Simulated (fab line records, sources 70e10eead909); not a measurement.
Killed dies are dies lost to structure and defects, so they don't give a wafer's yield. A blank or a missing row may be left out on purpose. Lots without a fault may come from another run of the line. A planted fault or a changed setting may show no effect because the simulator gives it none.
Chamber matching | flow nand_harc | NHARC_A_WL_FILL_STRIP_29 on rie_diel-11: 4 sister chambers
The step strips in O2, time 20 s. 18 wafers are shown with their chamber, then 9 later ones without.

WAFERS WITH THEIR CHAMBER
wafer  | chamber | showerhead_plenum_p_Torr (Torr) | drypump_motor_current_A (A) | oes_product_au (a.u.)
L078.1 | 0       | 3.53                            | 6.3                         | 0.996
L078.5 | 0       | 3.52                            | 6.3                         | 1.001
L078.6 | 1       | 3.65                            | 6.1                         | 0.983
L079.1 | 0       | 3.52                            | 6.3                         | 1.016
L079.2 | 1       | 3.65                            | 6.1                         | 1.007
L079.4 | 2       | 3.66                            | 6.3                         | 1.016
L080.1 | 0       | 3.52                            | 6.3                         | 1.005
L080.2 | 2       | 3.66                            | 6.3                         | 1.020
L080.5 | 1       | 3.65                            | 6.1                         | 0.999
L082.1 | 2       | 3.66                            | 6.3                         | 1.010
L082.4 | 1       | 3.65                            | 6.1                         | 0.991
L082.6 | 3       | 3.52                            | 5.7                         | 1.004
L085.1 | 2       | 3.65                            | 6.3                         | 1.008
L085.5 | 3       | 3.52                            | 5.6                         | 1.008
L085.6 | 0       | 3.52                            | 6.3                         | 0.999
L090.1 | 1       | 3.65                            | 6.1                         | 1.006
L090.3 | 3       | 3.52                            | 5.6                         | 1.005
L090.6 | 1       | 3.65                            | 6.1                         | 1.008

SIGNATURES (means of the wafers above)
reading                  | chamber 0 | chamber 1 | chamber 2 | chamber 3 | scatter within a chamber
showerhead_plenum_p_Torr | 3.5220    | 3.6500    | 3.6575    | 3.5200    | 0.00333
drypump_motor_current_A  | 6.300     | 6.100     | 6.300     | 5.633     | 0.0218
oes_product_au           | 1.00340   | 0.99900   | 1.01350   | 1.00567   | 0.00781
Rule: a wafer's distance from a chamber is the root of the sum, over the readings, of the square of ((its reading less the chamber's mean) divided by the reading's scatter). The wafer belongs to the nearest chamber; if the next one is less than 2 further off, it can't be placed. The scatter: the root of (the sum of the squares of (reading less its chamber's mean) over the shown wafers, divided by (wafers less chambers)).

WAFERS WITHOUT THEIR CHAMBER
wafer  | showerhead_plenum_p_Torr (Torr) | drypump_motor_current_A (A) | oes_product_au (a.u.)
L092.1 | 3.65                            | 6.3                         | 1.016
L092.2 | 3.52                            | 5.6                         | 1.008
L092.4 | 3.52                            | 6.3                         | 1.008
L095.1 | 3.65                            | 6.3                         | 1.008
L095.2 | 3.52                            | 5.6                         | 1.008
L095.3 | 3.52                            | 6.3                         | 1.008
L097.1 | 3.52                            | 5.6                         | 1.020
L097.3 | 3.64                            | 6.1                         | 1.005
L097.5 | 3.52                            | 5.6                         | 1.015

WHICH CHAMBER EACH WENT THROUGH
wafer  | from the rows above | in truth
L092.1 | 2                   | 2
L092.2 | 3                   | 3
L092.4 | 0                   | 0
L095.1 | 2                   | 2
L095.2 | 3                   | 3
L095.3 | 0                   | 0
L097.1 | 3                   | 3
L097.3 | 1                   | 1
L097.5 | 3                   | 3
Placed correctly: 9 of 9. Can't be placed from these rows: 0. Placed wrongly: 0.
